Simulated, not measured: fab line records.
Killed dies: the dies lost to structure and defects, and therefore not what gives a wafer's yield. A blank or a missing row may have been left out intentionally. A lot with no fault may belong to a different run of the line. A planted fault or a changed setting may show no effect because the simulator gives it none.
Which tool did it?    flow nandHarc    39 wafers from 13 lots sampled at 5 of the route's 1302 steps

== WHAT EACH GAUGE READ, for each wafer ==
NHARC_THIN_TSV_CD_MEAS_12 targets a cd of 1000 nm. Usual: 999.1 nm for cdNm, sd 1.5.
lot   measured      on        cdNm (nm)             flag
L612  day 23 10:01  cdSem-02  1002.4 999.8 1001.3   
L614  day 24 19:19  cdSem-02  998.6 1002.4 1001.1   
L621  day 26 23:04  cdSem-01  1002.8 1001.1 1000.7  
L622  day 27 15:37  cdSem-03  998.6 998.1 999.7     
L625  day 29 05:35  cdSem-03  999.2 998.8 998.5     
L627  day 30 00:07  cdSem-01  999.2 999.6 1000.2    
L628  day 30 09:16  cdSem-01  1000.1 998.8 997.5    
L630  day 32 02:32  cdSem-03  997.9 1000.7 999.6    
L632  day 32 12:08  cdSem-02  997.2 999.4 998.7     
L631  day 32 13:19  cdSem-02  997.9 1000.0 998.1    
L633  day 32 16:46  cdSem-01  997.8 1000.7 997.7    
L634  day 33 15:56  cdSem-01  1000.3 1000.2 998.3   
L635  day 33 17:08  cdSem-02  1000.4 1001.3 999.8   

NHARC_END_SORT_01. Usual: defectLimitedYield 91.4 %, standard deviation 2.5; killedAtArray 54, standard deviation 17; killedAtOther 1.0, standard deviation 1.4; killedAtPeriphery 3.6, standard deviation 2.1; killedDies 58, standard deviation 17; killedOpen 3.2, standard deviation 2; killedShort 2.5, standard deviation 1.5.
lot   measured      on         defectLimitedYield (%)  killedAtArray  killedAtOther  killedAtPeriphery  killedDies  killedOpen  killedShort  flag
L612  day 24 01:03  prober-02  89.5 90.3 88.8          68 63 67       0 0 0          3 3 9              71 66 76    2 2 5       3 3 2        
L614  day 25 11:32  prober-01  91.6 91.0 90.5          54 57 59       1 0 2          2 4 3              57 61 64    4 6 5       4 3 5        
L621  day 27 15:53  prober-02  89.8 91.0 95.4          61 55 26       2 1 2          6 5 3              69 61 31    4 0 2       3 0 2        

== EACH LOT AND THE TOOL THAT RAN IT (in order: tool; ch and the chambers of the sampled wafers; start) ==
lot   NHARC_THIN_TSV_CMP_01          NHARC_THIN_TSV_STRIP_62              NHARC_THIN_TSV_ETCH_36
L612  cmp-04 ch 0,2,3, day 23 08:44  plasmaAsher-01 ch 0,1, day 23 12:37  rieMetal-02 ch 0,1, day 23 16:21
L614  cmp-01 ch 1,2, day 24 18:01    plasmaAsher-02 ch 1, day 24 21:56    rieMetal-02 ch 0,1, day 25 01:49
L621  cmp-01 ch 0,1, day 26 21:45    plasmaAsher-01 ch 0,1, day 27 01:46  rieMetal-02 ch 0,1, day 27 05:41
L622  cmp-03 ch 0,2,3, day 27 14:20  plasmaAsher-02 ch 0,1, day 27 18:15  rieMetal-02 ch 0,1, day 27 22:06
L625  cmp-01 ch 1,2, day 29 04:23    plasmaAsher-01 ch 1, day 29 08:13    rieMetal-01 ch 0,1, day 29 12:02
L627  cmp-01 ch 0,1,3, day 29 22:51  plasmaAsher-02 ch 0,1, day 30 02:42  rieMetal-01 ch 0,1, day 30 06:28
L628  cmp-04 ch 0,1,3, day 30 08:08  plasmaAsher-02 ch 0,1, day 30 11:53  rieMetal-01 ch 1, day 30 15:45
L630  cmp-01 ch 0,3, day 32 01:15    plasmaAsher-01 ch 0, day 32 05:24    rieMetal-02 ch 1, day 32 09:22
L632  cmp-01 ch 1,3, day 32 10:47    plasmaAsher-01 ch 0,1, day 32 14:46  rieMetal-02 ch 0,1, day 32 18:34
L631  cmp-04 ch 2,3, day 32 12:00    plasmaAsher-02 ch 0,1, day 32 15:56  rieMetal-01 ch 0,1, day 32 19:40
L633  cmp-04 ch 0,1,3, day 32 15:29  plasmaAsher-01 ch 0,1, day 32 19:21  rieMetal-02 ch 0,1, day 32 23:16
L634  cmp-03 ch 0,2,3, day 33 14:38  plasmaAsher-01 ch 0,1, day 33 18:33  rieMetal-03 ch 1, day 33 22:16
L635  cmp-03 ch 1,2, day 33 15:49    plasmaAsher-01 ch 0,1, day 33 19:46  rieMetal-02 ch 0,1, day 33 23:30
- NHARC_THIN_TSV_CMP_01: polishes.
- NHARC_THIN_TSV_STRIP_62: strips in N2/H2, time 20 s.
- NHARC_THIN_TSV_ETCH_36: etches the open film in Cl2/BCl3, target depth 65 nm, time 18.571 s.

== AS READ BY THE TOOLS THEMSELVES (means over the sampled wafers that have a number; for cases with no such wafer, the mark the record gives instead) ==
NHARC_THIN_TSV_CMP_01. Usual: 11.4 A for motorCurrentA, sd 0.96.
lot   tool    motorCurrentA (A)  flag
L612  cmp-04  11.9               
L614  cmp-01  10.3               
L621  cmp-01  11.3               
L622  cmp-03  12.4               
L625  cmp-01  10.5               
L627  cmp-01  10.8               
L628  cmp-04  11.4               
L630  cmp-01  10.3               
L632  cmp-01  10.0               
L631  cmp-04  10.7               
L633  cmp-04  11.7               
L634  cmp-03  12.2               
L635  cmp-03  12.2               

NHARC_THIN_TSV_STRIP_62. Usual: drypumpMotorCurrentA 5.6 A, standard deviation 0.64; heaterPowerW 305 W, standard deviation 34; tempC 250.03 C, standard deviation 0.18.
lot   tool            drypumpMotorCurrentA (A)  heaterPowerW (W)  tempC (C)  flag
L612  plasmaAsher-01  6.2                       345               250.06     
L614  plasmaAsher-02  5.6                       273               250.07     
L621  plasmaAsher-01  6.2                       346               250.04     
L622  plasmaAsher-02  5.3                       279               249.96     
L625  plasmaAsher-01  6.1                       338               250.07     
L627  plasmaAsher-02  5.0                       271               249.90     
L628  plasmaAsher-02  5.3                       276               249.99     
L630  plasmaAsher-01  6.3                       349               249.83     
L632  plasmaAsher-01  6.3                       341               250.00     
L631  plasmaAsher-02  5.0                       268               250.12     
L633  plasmaAsher-01  6.3                       342               250.15     
L634  plasmaAsher-01  6.2                       343               249.90     
L635  plasmaAsher-01  6.3                       338               250.08     

NHARC_THIN_TSV_ETCH_36. Usual: chamberPressureMTorr 10.000 mTorr, standard deviation 0.01; drypumpMotorCurrentA 6.1 A, standard deviation 0.57; heBacksideLeakSccm 3.37 sccm, standard deviation 0.15; oesProductAu 1.000 a.u., standard deviation 0.009; runLengthS 39.6 s, standard deviation 0.4.
lot   tool         chamberPressureMTorr (mTorr)  drypumpMotorCurrentA (A)  heBacksideLeakSccm (sccm)  oesProductAu (a.u.)  runLengthS (s)  flag
L612  rieMetal-02  9.999                         6.5                       3.15                       1.016                39.1            
L614  rieMetal-02  10.000                        6.5                       3.39                       1.001                39.1            
L621  rieMetal-02  10.015                        6.5                       3.28                       1.003                35.9            OFF
L622  rieMetal-02  10.000                        6.5                       3.31                       0.996                36.0            OFF
L625  rieMetal-01  10.008                        6.0                       3.37                       0.999                39.9            
L627  rieMetal-01  10.008                        5.8                       3.51                       1.001                39.9            
L628  rieMetal-01  10.000                        6.4                       3.30                       0.997                39.8            
L630  rieMetal-02  9.994                         6.7                       3.25                       0.993                39.8            
L632  rieMetal-02  9.998                         6.6                       3.34                       0.998                39.6            
L631  rieMetal-01  9.990                         6.1                       3.54                       1.000                39.8            
L633  rieMetal-02  9.997                         6.6                       3.37                       1.010                39.4            
L634  rieMetal-03  10.004                        5.2                       3.42                       1.009                39.8            
L635  rieMetal-02  9.991                         6.6                       3.31                       1.007                39.8            

== THE ANSWER, worked out from the rows above alone ==
Rule: lot off if the mean of its wafers having a number is beyond 3 standard deviations from the usual mean. Also off: a lot with no number at a reading for which 4 or more lots have one. Where the step has rows for the other lots, those lots are counted as sound. First the gauges in route order, then the tools' own readings, where a lot's mean is used as printed above. The first step at which some lot is off is used, and at that step the reading that is off furthest; a lot without a number counts as furthest.
Off at NHARC_THIN_TSV_ETCH_36 (runLengthS): L621, L622.
If a tool, at that step or one of the process steps before it, ran each lot that is off and ran no sound lot following the first of them, it fits. Not one of the candidates tried fits.

== WHAT WAS PUT IN BY THE SIMULATOR ==
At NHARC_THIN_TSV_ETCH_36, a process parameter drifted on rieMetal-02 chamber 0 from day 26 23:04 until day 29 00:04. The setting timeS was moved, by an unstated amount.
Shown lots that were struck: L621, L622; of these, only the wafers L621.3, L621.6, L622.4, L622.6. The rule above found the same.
